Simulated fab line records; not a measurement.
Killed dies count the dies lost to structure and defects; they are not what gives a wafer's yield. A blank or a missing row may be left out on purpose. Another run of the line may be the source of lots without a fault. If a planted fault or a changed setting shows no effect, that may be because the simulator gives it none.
Struck lot and sound lot, side by side || flow nand harc || 13 out of 1159 route steps
Sound: wafers L720.1, L720.2, L720.6. The struck wafers were L721.2, L721.3, L721.6. The cause comes at the end.
Order at every step that has rows: each side's tool, ch and its chambers, its first start. Under that, the readings that differ: sound wafers || struck wafers || difference of the means || sigmas: that difference in standard deviations of wafers without a fault.
alike: words and numbers the same on both sides, and readings whose means are apart by under 2 such deviations; not compared: readings that were withheld, readings missing a value for some wafer, numbers with overlapping values and no deviation given by the record, and bounds like >300 which may hide the same value.
The two part at a step that has a row with sigmas, a row that says differs or no value, or rows on one side only. Numbers that don't overlap but have no deviation are shown without sigmas and don't part them. A reading that every wafer of one side lacks parts them only if that side has two wafers or more.

NHARC_P_CONTACT_CMP_24: polishes, t overpolish 30 s, target thk 200 nm.
  sound on cmp-04 ch 2,3, day 7 03:17; struck on cmp-01 ch 1,2,3, day 7 13:25
{"reading": "slurry flow ml min", "sound": "150.2 148.0 148.9", "struck": "149.9 150.6 149.5", "difference": "+1.0", "sigmas": "+2"}
  alike: motor current A, overpolish run s, slurry filter dp kPa, time to endpoint s
next, for these wafers, 1 step has no rows: NHARC_P_CONTACT_SRD_26.
NHARC_P_CONTACT_INSPECT_27:
  sound on defect inspect-02, day 7 03:41; struck on defect inspect-01, day 7 13:49
  alike: raw defect count
then, 8 steps without rows for these wafers: NHARC_P_M0_DEP_00 (deposits SiOC, target thk 150 nm); NHARC_P_M0_DEHYDRATE_01 (time 120 s); NHARC_P_M0_HMDS_02 (time 30 s); NHARC_P_M0_COAT_33 (time 65 s); NHARC_P_M0_COAT_03 (resist thk 90 nm); NHARC_P_M0_SOFTBAKE_04 (time 55 s); NHARC_P_M0_EBR_05; NHARC_P_M0_EXPOSE_06 (exposes mask P M0, target cd 90 nm).
NHARC_P_M0_PEB_07: peb time 65 s.
  sound on litho track-04 ch 0, day 7 04:32; struck on litho track-04 ch 0, day 7 14:38
{"reading": "heater power total W (W)", "sound": "156.0 156.5 157.1", "struck": "148.2 147.4 147.9", "difference": -8.7, "sigmas": -22}
{"reading": "plate temp C (C)", "sound": "100.03 100.05 100.11", "struck": "95.96 96.06 95.95", "difference": -4.07, "sigmas": -34}
  alike: resist line temp C
then, 1 step without rows for these wafers: NHARC_P_M0_DEVELOP_08 (develop time 35 s).

== WHERE THEY PART ==
First at NHARC_P_CONTACT_CMP_24; last, within this record, at NHARC_P_M0_PEB_07.

WHY: what had been put in by the simulator
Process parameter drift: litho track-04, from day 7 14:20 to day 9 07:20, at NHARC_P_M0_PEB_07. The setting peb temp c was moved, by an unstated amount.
